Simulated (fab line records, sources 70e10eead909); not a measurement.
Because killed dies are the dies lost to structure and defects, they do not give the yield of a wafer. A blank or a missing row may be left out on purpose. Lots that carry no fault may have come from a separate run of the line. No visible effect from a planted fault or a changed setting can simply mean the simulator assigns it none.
Matching of chambers | flow nandHarc | NHARC_P_M0_DEP_32 on pecvd-02: 3 sister chambers
The step deposits SiCN, target thk 30 nm. 3 wafers are shown with their chamber, then 8 later ones without.

WAFERS WITH THEIR CHAMBER
wafer  | chamber | heaterPowerW (W)
L086.1 | 2       | 633
L086.2 | 0       | 600
L086.4 | 1       | 540

WAFERS MISSING THEIR CHAMBER
wafer  | heaterPowerW (W)
L086.5 | 625
L086.6 | 614
L093.1 | 664
L093.2 | 588
L093.3 | 580
L092.2 | 578
L092.3 | 676
L092.6 | 580

CHAMBER TAKEN BY EACH
wafer  | from the rows above          | in truth
L086.5 | can't be placed: 2 or 0      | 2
L086.6 | can't be placed: 0 or 2      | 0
L093.1 | can't be placed: 2 or 0      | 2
L093.2 | can't be placed: 0 or 2 or 1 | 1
L093.3 | can't be placed: 0 or 1 or 2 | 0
L092.2 | can't be placed: 0 or 1 or 2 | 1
L092.3 | can't be placed: 2 or 0      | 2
L092.6 | can't be placed: 0 or 1 or 2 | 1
0 of 8 placed correctly. From these rows, 8 cannot be placed; in 8 the true chamber is one of the candidates. 0 placed wrongly.
How it was worked out, from the rows above alone: a wafer's distance from a chamber is the root of the sum, over the readings, of the square of ((its reading less the chamber's mean) divided by the reading's scatter). If the next closest chamber is less than 2 further off than the closest, the wafer can't be placed; otherwise it belongs to the closest. A chamber's mean is the mean of its shown wafers. The scatter (one wafer shown for each chamber): square how far every hidden wafer sits from the nearest shown wafer, average those squares and take the square root.
